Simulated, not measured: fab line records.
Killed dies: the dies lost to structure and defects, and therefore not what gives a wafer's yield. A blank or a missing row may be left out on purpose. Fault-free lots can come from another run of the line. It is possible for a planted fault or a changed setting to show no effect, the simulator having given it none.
Matching of chambers / flow n5 finfet / N5_BEOL_M0_SAQP_PECVD_00 on pecvd-02 has 3 sister chambers
The step deposits SiCN from 3MS/NH3, target thk 8 nm, time 14 s. 3 wafers are shown with their chamber, then 11 later ones without.

== WAFERS WITH THEIR CHAMBER ==
wafer=L088.2; chamber=2; throttle valve pct (%)=8.8
wafer=L088.5; chamber=1; throttle valve pct (%)=9.7
wafer=L089.2; chamber=0; throttle valve pct (%)=9.3

== WAFERS MISSING THEIR CHAMBER ==
wafer=L089.4; throttle valve pct (%)=9.2
wafer=L089.6; throttle valve pct (%)=9.0
wafer=L090.1; throttle valve pct (%)=9.9
wafer=L090.5; throttle valve pct (%)=8.7
wafer=L090.6; throttle valve pct (%)=10.1
wafer=L093.3; throttle valve pct (%)=8.9
wafer=L093.4; throttle valve pct (%)=9.1
wafer=L093.5; throttle valve pct (%)=8.8
wafer=L094.4; throttle valve pct (%)=9.9
wafer=L094.5; throttle valve pct (%)=8.9
wafer=L094.6; throttle valve pct (%)=9.2

== CHAMBER TAKEN BY EACH ==
wafer=L089.4; from the rows above=can't be placed: 0 or 2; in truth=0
wafer=L089.6; from the rows above=can't be placed: 2 or 0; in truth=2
wafer=L090.1; from the rows above=1; in truth=1
wafer=L090.5; from the rows above=2; in truth=2
wafer=L090.6; from the rows above=1; in truth=1
wafer=L093.3; from the rows above=can't be placed: 2 or 0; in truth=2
wafer=L093.4; from the rows above=can't be placed: 0 or 2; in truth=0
wafer=L093.5; from the rows above=2; in truth=2
wafer=L094.4; from the rows above=1; in truth=1
wafer=L094.5; from the rows above=can't be placed: 2 or 0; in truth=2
wafer=L094.6; from the rows above=can't be placed: 0 or 2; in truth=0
Correctly placed: 5 of 11. Not placeable from these rows: 6 (in 6, the candidates include the true chamber). 0 placed wrongly.
How it was worked out, from the rows above alone: a wafer's distance from a chamber is the root of the sum, over the readings, of the square of ((its reading less the chamber's mean) divided by the reading's scatter). If the next closest chamber is less than 2 further off than the closest, the wafer can't be placed; otherwise it belongs to the closest. The mean given for a chamber averages the wafers shown for that chamber. The scatter: root of mean squared gap, hidden wafer to nearest shown wafer, with one shown wafer a chamber.
